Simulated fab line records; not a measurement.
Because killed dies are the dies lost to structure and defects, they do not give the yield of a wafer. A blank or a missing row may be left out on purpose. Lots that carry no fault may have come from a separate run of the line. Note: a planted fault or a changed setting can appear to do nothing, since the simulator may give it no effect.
Matching of chambers	flow n5_finfet	4 sister chambers for N5_SD_EPI_P_ETCH_47 on rie_diel-06
The step etches SiOCN in CH3F/O2, target depth 25 nm. 4 wafers are shown with their chamber, then 9 later ones without.

## EACH WAFER AND ITS CHAMBER
wafer	chamber	showerhead_plenum_p_Torr (Torr)
L084.6	1	2.12
L088.4	2	1.98
L090.4	3	1.95
L090.6	0	1.97

## WAFERS WITHOUT THEIR CHAMBER
wafer	showerhead_plenum_p_Torr (Torr)
L091.1	1.96
L091.2	1.95
L091.6	1.96
L094.1	2.12
L094.4	1.98
L094.6	1.98
L096.3	1.95
L096.4	1.97
L096.6	1.95

## WHICH CHAMBER EACH WENT THROUGH
wafer	from the rows above	in truth
L091.1	can't be placed: 0 or 3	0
L091.2	3	3
L091.6	can't be placed: 0 or 3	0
L094.1	1	1
L094.4	2	2
L094.6	2	2
L096.3	3	3
L096.4	0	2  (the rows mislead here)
L096.6	3	3
Correctly placed: 6 of 9. Unplaceable from these rows: 2, with the true chamber sitting among the candidates in 2. 1 placed wrongly.
How it was worked out, from the rows above alone: a wafer's distance from a chamber is the root of the sum, over the readings, of the square of ((its reading less the chamber's mean) divided by the reading's scatter). If the next closest chamber is less than 2 further off than the closest, the wafer can't be placed; otherwise it belongs to the closest. For every chamber, the mean is computed from those of its wafers that are shown. The scatter: with one shown wafer a chamber, the root of the mean of the squares of how far each hidden wafer lies from its nearest shown one.
